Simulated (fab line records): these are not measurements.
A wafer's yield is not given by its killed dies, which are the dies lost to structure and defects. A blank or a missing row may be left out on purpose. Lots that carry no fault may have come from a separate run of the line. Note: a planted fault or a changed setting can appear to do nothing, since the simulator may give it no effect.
Which of the tools did it? ; flow n5 finfet ; Sampling: 9 lots, 25 wafers, 6 of 1938 route steps

## WHAT THE GAUGES SHOWED, per wafer
N5_BEOL_M1_OCD_MEAS_38.
lot;measured;on;trench depth nm (nm)
L921;day 6 16:33;ocd-01;55.3 54.2 55.6
L926;day 7 19:58;ocd-01;53.9 55.9 54.3
L932;day 8 22:44;ocd-02;54.8 56.9 57.0
L937;day 10 06:32;ocd-02;86.1 83.2
L938;day 10 08:25;ocd-01;86.1 55.8
L939;day 10 19:58;ocd-02;87.2 52.6 54.4
L941;day 11 07:26;ocd-01;54.9 53.9 55.3
L942;day 11 18:14;ocd-02;56.2 53.9 56.8
L943;day 12 02:58;ocd-01;54.9 56.5 52.9

N5_BEOL_M4_RC_MEAS_101.
lot;measured;on;DIBL_N (mV/V);DIBL_P (mV/V);IOFF_N (nA/um);IOFF_P (nA/um);ION_N (uA/um);ION_P (uA/um);SS_N (mV/dec);SS_P (mV/dec);VT_N (mV);VT_P (mV)
L921;day 8 22:50;prober-01;38.0 36.5 37.5;39.7 37.5 39.1;0.19 0.16 0.18;0.24 0.20 0.23;682 676 678;462 460 458;72.3 71.0 71.5;73.6 73.5 74.0;247 250 248;-250 -252 -251
L926;day 9 12:34;prober-01;37.7 34.6 35.9;38.4 34.7 35.1;0.17 0.13 0.14;0.21 0.16 0.17;670 671 655;455 456 447;72.2 71.1 71.1;73.5 72.0 73.6;251 252 252;-253 -255 -254
L932;day 10 21:02;prober-02;37.4 36.3 37.2;38.1 37.3 36.4;0.18 0.16 0.16;0.23 0.23 0.21;675 687 689;459 471 470;71.5 71.8 71.9;74.1 73.4 73.1;248 249 248;-251 -250 -250
L938;day 12 19:27;prober-02;37.9;40.0;0.21;0.28;692;478;72.5;74.2;243;-242
L939;day 12 23:35;prober-02;36.2 35.7;32.7 33.9;0.14 0.16;0.17 0.20;662 686;453 471;71.1 71.4;72.6 72.8;253 250;-251 -249
L941;day 13 12:33;prober-01;35.7 36.7 32.1;34.9 36.2 30.0;0.15 0.17 0.10;0.19 0.22 0.14;678 686 662;461 464 456;71.4 71.0 70.7;73.1 73.8 72.4;251 250 256;-249 -249 -255
L942;day 13 14:30;prober-02;38.1 39.6 37.0;36.4 38.4 35.7;0.17 0.20 0.15;0.25 0.29 0.23;687 671 683;471 462 470;71.4 72.5 70.7;73.9 73.2 73.3;247 250 249;-248 -247 -248
L943;day 14 18:44;prober-02;37.6 36.9 36.6;38.4 37.5 37.7;0.18 0.16 0.16;0.24 0.22 0.23;684 671 676;467 460 469;72.0 71.8 71.8;72.7 73.1 73.9;248 249 249;-250 -254 -251

## TOOL THAT RAN EACH LOT (tool first, then ch and the chambers of the sampled wafers, then the start)
lot;N5_BEOL_M1_HM_OPEN_17;N5_BEOL_M1_STRIP_19;N5_BEOL_M1_ETCH_70;N5_BEOL_M1_TRENCH_ETCH_37
L921;rie metal-03 ch 0,1, day 6 04:50;rie diel-06 ch 0,1,2, day 6 04:56;rie diel-05 ch 0,2,3, day 6 16:14;rie diel-05 ch 0,2,3, day 6 16:25
L926;rie metal-02 ch 0,1, day 7 09:34;rie diel-05 ch 0,2,3, day 7 09:40;rie diel-05 ch 0,2, day 7 19:37;rie diel-05 ch 0,2, day 7 19:49
L932;rie metal-02 ch 0,1, day 8 20:23;rie diel-06 ch 0,2,3, day 8 20:30;rie diel-03 ch 1,3, day 8 22:22;rie diel-03 ch 1,3, day 8 22:34
L937;rie metal-01 ch 0,1, day 10 03:37;rie diel-03 ch 1,2, day 10 03:43;rie diel-05 ch 0,1, day 10 06:10;rie diel-05 ch 0,1, day 10 06:22
L938;rie metal-03 ch 1, day 10 06:54;rie diel-05 ch 0,3, day 10 07:01;rie diel-05 ch 1, day 10 08:04;rie diel-05 ch 1, day 10 08:16
L939;rie metal-02 ch 0,1, day 10 17:01;rie diel-06 ch 0,1,3, day 10 17:08;rie diel-05 ch 0,2,3, day 10 19:36;rie diel-05 ch 0,2,3, day 10 19:49
L941;rie metal-03 ch 0,1, day 10 21:20;rie diel-06 ch 0,2,3, day 10 21:28;rie diel-06 ch 0,2,3, day 11 07:05;rie diel-06 ch 0,2,3, day 11 07:17
L942;rie metal-03 ch 0,1, day 11 08:20;rie diel-05 ch 1,3, day 11 08:26;rie diel-03 ch 1,3, day 11 17:53;rie diel-03 ch 1,3, day 11 18:05
L943;rie metal-01 ch 0,1, day 11 22:35;rie diel-03 ch 0,1, day 11 22:50;rie diel-03 ch 1,2,3, day 12 02:37;rie diel-03 ch 1,2,3, day 12 02:49
- N5_BEOL_M1_HM_OPEN_17: chemistry Cl2/BCl3, target TiN, target depth 20 nm, overetch 6 nm.
- N5_BEOL_M1_STRIP_19: strips in O2.
- N5_BEOL_M1_ETCH_70: etches SOC in N2/H2, target depth 80 nm, overetch 16 nm, time 120 s.
- N5_BEOL_M1_TRENCH_ETCH_37: etches SiOC in C4F6/O2, target depth 55.207 nm, time 29 s.

## WHAT THE TOOLS THEMSELVES READ (means of the sampled wafers that have a number; where no wafer has one, the mark that the record gives instead)
N5_BEOL_M1_HM_OPEN_17.
lot;tool;bcl3 flow sccm (sccm);drypump motor current A (A);oes product au (a.u.);throttle valve pct (%)
L921;rie metal-03;21.85;5.8;0.58;22.37
L926;rie metal-02;21.75;5.4;0.64;21.89
L932;rie metal-02;21.81;5.4;0.62;21.92
L937;rie metal-01;21.79;5.5;0.56;22.36
L938;rie metal-03;21.76;5.5;0.77;22.05
L939;rie metal-02;21.78;5.2;0.68;21.90
L941;rie metal-03;21.76;5.8;0.67;22.25
L942;rie metal-03;21.74;5.8;0.65;22.26
L943;rie metal-01;21.71;5.7;0.76;22.35

N5_BEOL_M1_STRIP_19.
lot;tool;drypump motor current A (A);oes product au (a.u.);rf vpp V (V);showerhead plenum p Torr (Torr);throttle valve pct (%)
L921;rie diel-06;5.8;0.79;3.8;2.08;16.68
L926;rie diel-05;5.5;0.79;3.5;2.12;16.67
L932;rie diel-06;5.9;0.76;3.3;2.15;16.66
L937;rie diel-03;5.8;0.80;3.5;2.02;16.38
L938;rie diel-05;5.8;0.72;3.7;2.09;16.80
L939;rie diel-06;5.7;0.75;3.6;2.09;16.62
L941;rie diel-06;5.9;0.75;3.9;2.15;16.67
L942;rie diel-05;6.2;0.78;3.9;2.09;16.65
L943;rie diel-03;5.4;0.81;3.7;2.05;16.47

N5_BEOL_M1_ETCH_70.
lot;tool;drypump motor current A (A);n2 flow sccm (sccm);oes product au (a.u.);rf vpp V (V);showerhead plenum p Torr (Torr);throttle valve pct (%)
L921;rie diel-05;5.5;199.5;0.62;523.6;2.56;17.74
L926;rie diel-05;5.3;199.6;0.59;524.9;2.54;17.78
L932;rie diel-03;5.3;199.9;0.65;524.8;2.53;17.52
L937;rie diel-05;6.0;200.0;0.61;523.6;2.50;17.78
L938;rie diel-05;6.5;201.2;0.69;523.0;2.49;17.61
L939;rie diel-05;5.5;200.0;0.59;524.0;2.55;17.81
L941;rie diel-06;5.9;199.9;0.57;525.6;2.61;17.85
L942;rie diel-03;5.3;200.4;0.63;523.4;2.52;17.54
L943;rie diel-03;5.5;200.0;0.60;523.6;2.51;17.60

N5_BEOL_M1_TRENCH_ETCH_37.
lot;tool;drypump motor current A (A);oes_f_703_au (a.u.);oes product au (a.u.);rf vpp V (V);showerhead plenum p Torr (Torr);throttle valve pct (%)
L921;rie diel-05;5.5;0.81;0.80;662;2.87;20.82
L926;rie diel-05;5.4;0.79;0.77;652;2.85;20.90
L932;rie diel-03;5.3;0.87;0.86;643;2.86;20.72
L937;rie diel-05;6.0;0.80;1.07;664;2.80;20.88
L938;rie diel-05;6.5;0.90;1.06;680;2.80;20.71
L939;rie diel-05;5.5;0.78;0.86;662;2.85;20.89
L941;rie diel-06;5.9;0.75;0.75;668;2.92;20.88
L942;rie diel-03;5.3;0.84;0.83;643;2.85;20.76
L943;rie diel-03;5.6;0.80;0.78;654;2.83;20.73

## THE ANSWER, worked out from the rows above alone
Rule: the usual values come from the lots themselves. The widest of any qualifying gaps counts: lots, ordered by their means at a reading, are off when they make up no more than a third of the lots, leave a main group of 4 or more, and stand apart from it by 3 or more times the standard deviation of that group's means. A main group whose means are all the same, to the digits that the tables above print for the reading, isn't used. Also off: a lot with no number at a reading for which 4 or more lots have one. The other lots that the step has rows for count as sound. First the gauges in route order, then the tools' own readings, where a lot's mean is used as printed above. The first step at which some lot is off is used, and at that step the reading that is off furthest; a lot without a number counts as furthest.
Off: L937, L938, L939 (N5_BEOL_M1_OCD_MEAS_38, trench depth nm). Mean 55.2 nm and standard deviation 0.57 in the main group.
A tool fits if, at a process step before that reading, it ran every lot that is off, and no sound lot after the first of them. Gauges at N5_BEOL_M1_OCD_MEAS_38: tried the same way as those tools. One fits: N5_BEOL_M1_ETCH_70 and N5_BEOL_M1_TRENCH_ETCH_37 on rie diel-05. At N5_BEOL_M1_ETCH_70 its last sound lot is L926 (day 7 19:37), its first lot that is off L937 (day 10 06:10): a fault that began between those two fits.

## WHAT THE SIMULATOR HAD PUT IN
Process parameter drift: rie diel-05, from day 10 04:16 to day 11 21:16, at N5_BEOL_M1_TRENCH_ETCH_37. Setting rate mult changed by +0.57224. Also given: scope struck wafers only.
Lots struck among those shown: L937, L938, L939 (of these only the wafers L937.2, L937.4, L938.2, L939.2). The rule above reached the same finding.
